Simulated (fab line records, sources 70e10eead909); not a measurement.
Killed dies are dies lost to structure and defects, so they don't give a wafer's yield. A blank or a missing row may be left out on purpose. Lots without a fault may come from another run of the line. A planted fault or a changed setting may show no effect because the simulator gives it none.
Chamber matching | flow nand_harc | NHARC_A_M0_DESCUM_14 on rie_diel-01: 4 sister chambers
The step chemistry O2, time 3 s. 8 wafers are shown with their chamber, then 7 later ones without.

WAFERS WITH THEIR CHAMBER
wafer  | chamber | drypump_motor_current_A (A) | oes_product_au (a.u.)
L845.2 | 3       | 5.9                         | 0.991
L845.5 | 3       | 5.8                         | 1.003
L847.3 | 2       | 5.8                         | 1.002
L850.2 | 2       | 5.8                         | 0.996
L850.3 | 0       | 5.2                         | 1.017
L850.4 | 1       | 5.8                         | 0.987
L853.1 | 0       | 5.2                         | 1.020
L853.3 | 1       | 5.8                         | 0.989

WAFERS WITHOUT THEIR CHAMBER
wafer  | drypump_motor_current_A (A) | oes_product_au (a.u.)
L853.5 | 5.8                         | 0.994
L860.2 | 5.2                         | 1.018
L860.4 | 5.8                         | 1.004
L860.5 | 5.2                         | 1.026
L866.1 | 5.2                         | 1.013
L866.2 | 5.8                         | 0.989
L866.3 | 5.9                         | 1.015

WHICH CHAMBER EACH WENT THROUGH
wafer  | from the rows above          | in truth
L853.5 | can't be placed: 2 or 1 or 3 | 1
L860.2 | 0                            | 0
L860.4 | can't be placed: 2 or 3      | 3
L860.5 | 0                            | 0
L866.1 | 0                            | 0
L866.2 | can't be placed: 1 or 2 or 3 | 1
L866.3 | can't be placed: 3 or 2      | 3
Placed correctly: 3 of 7. Can't be placed from these rows: 4 (the true chamber is among the candidates in 4). Placed wrongly: 0.
How it was worked out, from the rows above alone: a wafer's distance from a chamber is the root of the sum, over the readings, of the square of ((its reading less the chamber's mean) divided by the reading's scatter). The wafer belongs to the nearest chamber; if the next one is less than 2 further off, it can't be placed. A chamber's mean is the mean of its shown wafers. The scatter: the root of (the sum of the squares of (reading less its chamber's mean) over the shown wafers, divided by (wafers less chambers)).
